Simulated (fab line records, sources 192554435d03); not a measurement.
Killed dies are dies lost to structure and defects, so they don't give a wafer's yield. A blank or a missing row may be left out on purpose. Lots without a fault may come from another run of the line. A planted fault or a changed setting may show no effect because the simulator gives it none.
A struck lot beside a sound one | flow n5_finfet | 27 steps out of a route of 1938
Sound: wafers L583.1, L583.4, L583.6. Struck: wafers L590.2, L590.4, L590.6. The cause comes at the end.
At each step with rows: each side's tool, then ch and its chambers, then its first start. Under that, the readings that differ: sound wafers | struck wafers | difference of the means | sigmas: that difference in standard deviations of wafers without a fault.
alike: readings whose means differ by less than 2 such deviations, and words and numbers that are the same on both sides. not compared: withheld readings, readings that some wafer has no value for, bounds like >300 that may hide the same value, and numbers for which the record gives no deviation and whose values overlap.
The two part at a step that has a row with sigmas, a row that says differs or no value, or rows on one side only. Numbers that don't overlap but have no deviation are shown without sigmas and don't part them. A reading that every wafer of one side lacks parts them only if that side has two wafers or more.

first, 9 steps without rows for these wafers: N5_BEOL_M5_DESCUM_16 (chemistry O2, time 7 s); N5_BEOL_M5_ETCH_72 (etches underlayer in N2/H2, target depth 6.5 nm, time 5.2 s); N5_BEOL_M5_ETCH_61 (etches SiARC in CF4, target depth 15.6 nm, time 26 s); N5_BEOL_M5_ETCH_62 (etches SOC in N2/H2, target depth 75 nm, overetch 15 nm, time 112.5 s); N5_BEOL_M5_STRIP_63 (strips in N2/H2); N5_BEOL_M5_STRIP_73 (strips in N2/H2); N5_BEOL_M5_STRIP_64 (strips in CF4); N5_BEOL_M5_HM_OPEN_17 (chemistry Cl2/BCl3, target TiN, target depth 20 nm, overetch 6 nm); N5_BEOL_M5_STRIP_19 (strips in O2).
N5_BEOL_M5_COAT_65: time 60 s, resist thk 60 nm.
  sound on litho_track-03 ch 0, day 9 01:10; struck on litho_track-03 ch 0, day 10 17:35
  reading                                  | sound                | struck               | difference | sigmas
  spin_speed_rpm (rpm)                     | 1499.6 1500.6 1499.9 | 1420.7 1422.4 1420.2 | -78.9      | -85
  model.SOC_of_BEOL_M5_COAT_65.thk_nm (nm) | 59.8 59.8 60         | 61.8 61.6 61.2       | +1.7       |
  alike: dispense_pressure_kPa
then, 11 steps without rows for these wafers: N5_BEOL_M5_COAT_66 (time 60 s, resist thk 12 nm); N5_BEOL_M5_COAT_74 (time 60 s, resist thk 5 nm); N5_BEOL_M5_COAT_22 (resist thk 30 nm); N5_BEOL_M5_EBR_24; N5_BEOL_M5_SOFTBAKE_23 (time 60 s); N5_BEOL_M5_EXPOSE_25 (exposes mask V4, defocus 10 nm); N5_BEOL_M5_PEB_26 (peb time 60 s); N5_BEOL_M5_DEVELOP_27 (develop time 30 s); N5_BEOL_M5_DESCUM_33 (chemistry O2, time 7 s); N5_BEOL_M5_ETCH_75 (etches underlayer in N2/H2, target depth 6.5 nm, time 5.2 s); N5_BEOL_M5_ETCH_67 (etches SiARC in CF4, target depth 15.6 nm, time 26 s).
N5_BEOL_M5_ETCH_68: etches SOC in N2/H2, target depth 80 nm, overetch 16 nm, time 120 s.
  sound on rie_diel-05 ch 0,2, day 9 01:46; struck on rie_diel-05 ch 0,3, day 10 18:55
  reading                  | sound          | struck            | difference | sigmas
  model.etch.depth_nm (nm) | 59.87 59.81 60 | 61.71 61.56 61.29 | +1.63      |
  alike: drypump_motor_current_A, oes_product_au, rf_vpp_V, showerhead_plenum_p_Torr, throttle_valve_pct
  not compared: rf_hours_counter_h
then, 2 steps without rows for these wafers: N5_BEOL_M5_STRIP_69 (strips in N2/H2); N5_BEOL_M5_STRIP_76 (strips in N2/H2).
N5_BEOL_M5_VIA_ETCH_34: etches SiCOH lowk in C4F6/O2, target depth 88.3 nm, time 39.2 s.
  sound on rie_diel-05 ch 0,2, day 9 01:52; struck on rie_diel-05 ch 0,3, day 10 19:02
  reading                                  | sound          | struck         | difference | sigmas
  model.SOC_of_BEOL_M5_COAT_65.thk_nm (nm) | 55.8 55.6 55.8 | 57.8 57.6 57.2 | +1.8       |
  alike: drypump_motor_current_A, oes_ar_750_au, oes_product_au, rf_vpp_V, showerhead_plenum_p_Torr, throttle_valve_pct
  not compared: rf_hours_counter_h
then, 1 step without rows for these wafers: N5_BEOL_M5_STRIP_85 (strips in C4F6/O2).
-- the record jumps here: 4 days lie between the struck wafers' starts before and after (it left off in module BEOL_M5 and takes up again in module PASSIVATION, whose first step shown is number 1936 of the route) --
N5_PASSIVATION_PROBE_49:
  the record has rows for the struck wafers here (prober-02, day 14 16:30) and none for the sound ones

WHERE THEY PART
First at N5_BEOL_M5_COAT_65; last, within this record, at N5_PASSIVATION_PROBE_49.

WHY: what the simulator had put in
Process parameter drift: litho_track-03, from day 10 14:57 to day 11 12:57, at N5_BEOL_M5_COAT_65. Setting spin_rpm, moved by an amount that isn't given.
